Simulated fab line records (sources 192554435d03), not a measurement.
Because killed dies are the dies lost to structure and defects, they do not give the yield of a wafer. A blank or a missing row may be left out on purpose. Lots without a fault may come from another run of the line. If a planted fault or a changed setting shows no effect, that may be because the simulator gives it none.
Matching of chambers :: flow n5-finfet :: rie-si-04 running N5_SD_EPI_N_SD_RECESS_17: 4 sister chambers
The step chemistry HBr/Cl2/O2, target depth 41 nm, time 23.7 s, bt time 3 s. 7 wafers are shown with their chamber, then 10 later ones without.

WAFERS PAIRED WITH THEIR CHAMBERS
wafer: L079.4
chamber: 2
throttle-valve-pct (%): 36.78
oes-product-au (a.u.): 1.019

wafer: L082.4
chamber: 1
throttle-valve-pct (%): 37.12
oes-product-au (a.u.): 1.009

wafer: L083.2
chamber: 0
throttle-valve-pct (%): 36.91
oes-product-au (a.u.): 0.997

wafer: L083.3
chamber: 3
throttle-valve-pct (%): 36.68
oes-product-au (a.u.): 1.015

wafer: L083.6
chamber: 3
throttle-valve-pct (%): 36.65
oes-product-au (a.u.): 1.016

wafer: L086.3
chamber: 0
throttle-valve-pct (%): 36.94
oes-product-au (a.u.): 0.988

wafer: L086.4
chamber: 2
throttle-valve-pct (%): 36.77
oes-product-au (a.u.): 1.029

WAFERS WHOSE CHAMBER IS MISSING
wafer: L086.5
throttle-valve-pct (%): 36.93
oes-product-au (a.u.): 0.981

wafer: L088.1
throttle-valve-pct (%): 36.76
oes-product-au (a.u.): 1.028

wafer: L088.2
throttle-valve-pct (%): 36.92
oes-product-au (a.u.): 0.989

wafer: L088.5
throttle-valve-pct (%): 36.68
oes-product-au (a.u.): 1.019

wafer: L092.1
throttle-valve-pct (%): 36.93
oes-product-au (a.u.): 0.993

wafer: L092.2
throttle-valve-pct (%): 36.67
oes-product-au (a.u.): 1.018

wafer: L092.5
throttle-valve-pct (%): 36.68
oes-product-au (a.u.): 1.014

wafer: L093.1
throttle-valve-pct (%): 36.67
oes-product-au (a.u.): 1.023

wafer: L093.4
throttle-valve-pct (%): 36.67
oes-product-au (a.u.): 1.027

wafer: L093.5
throttle-valve-pct (%): 36.92
oes-product-au (a.u.): 0.988

THE CHAMBER EACH PASSED THROUGH
wafer: L086.5
from the rows above: 0
in truth: 0

wafer: L088.1
from the rows above: 2
in truth: 2

wafer: L088.2
from the rows above: 0
in truth: 0

wafer: L088.5
from the rows above: 3
in truth: 3

wafer: L092.1
from the rows above: 0
in truth: 0

wafer: L092.2
from the rows above: 3
in truth: 3

wafer: L092.5
from the rows above: 3
in truth: 3

wafer: L093.1
from the rows above: 3
in truth: 3

wafer: L093.4
from the rows above: 3
in truth: 3

wafer: L093.5
from the rows above: 0
in truth: 0
Correct placement for 10 of the 10. From these rows, 0 cannot be placed. Wrongly placed: 0.
How it was worked out, from the rows above alone: a wafer's distance from a chamber is the root of the sum, over the readings, of the square of ((its reading less the chamber's mean) divided by the reading's scatter). If the next closest chamber is less than 2 further off than the closest, the wafer can't be placed; otherwise it belongs to the closest. For every chamber, the mean is computed from those of its wafers that are shown. The scatter: take each reading less its chamber's mean, square it, sum over the shown wafers, divide by the number of wafers less the number of chambers, and take the root.
